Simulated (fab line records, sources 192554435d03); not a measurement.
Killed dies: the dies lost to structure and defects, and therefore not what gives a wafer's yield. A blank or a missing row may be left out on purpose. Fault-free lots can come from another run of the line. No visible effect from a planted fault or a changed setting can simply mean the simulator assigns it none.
Matching of chambers -- flow n5Finfet -- N5_BEOL_M11_CURE_71 on uvCure-02 has 3 sister chambers
The step cures SiCOH lowk, time 240 s. 6 wafers are shown with their chamber, then 11 later ones without.

WAFERS, EACH WITH ITS CHAMBER
wafer,chamber,wafer_temp_C_max,lampPowerPct (%)
L074.4,0,388.0,52.17
L074.6,0,387.2,52.28
L089.6,1,388.0,52.29
L090.5,2,386.7,52.27
L090.6,2,386.9,52.33
L093.2,1,387.2,52.22

WAFERS WITH NO CHAMBER GIVEN
wafer,wafer_temp_C_max,lampPowerPct (%)
L093.4,387.7,52.26
L093.6,387.6,52.32
L094.4,387.7,52.25
L094.5,387.6,52.32
L094.6,387.6,52.30
L076.2,387.3,52.32
L076.3,387.8,52.27
L076.5,387.4,52.31
L096.1,386.9,52.30
L096.3,386.3,52.26
L096.4,386.5,52.25

WHICH CHAMBER EACH ONE RAN IN
wafer,from the rows above,in truth
L093.4,can't be placed: 1 or 0 or 2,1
L093.6,can't be placed: 1 or 0 or 2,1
L094.4,can't be placed: 1 or 0 or 2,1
L094.5,can't be placed: 1 or 0 or 2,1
L094.6,can't be placed: 1 or 0 or 2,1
L076.2,can't be placed: 2 or 1 or 0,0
L076.3,can't be placed: 1 or 0 or 2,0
L076.5,can't be placed: 1 or 2 or 0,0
L096.1,can't be placed: 2 or 1 or 0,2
L096.3,can't be placed: 2 or 1 or 0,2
L096.4,can't be placed: 2 or 1 or 0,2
Correctly placed: 0 of 11. Cannot be placed on the basis of these rows: 11; the candidates contain the true chamber in 11. Number placed wrongly: 0.
How it was worked out, from the rows above alone: a wafer's distance from a chamber is the root of the sum, over the readings, of the square of ((its reading less the chamber's mean) divided by the reading's scatter). The wafer belongs to the nearest chamber; if the next one is less than 2 further off, it can't be placed. A chamber's mean is the mean of its shown wafers. The scatter: take each reading less its chamber's mean, square it, sum over the shown wafers, divide by the number of wafers less the number of chambers, and take the root.
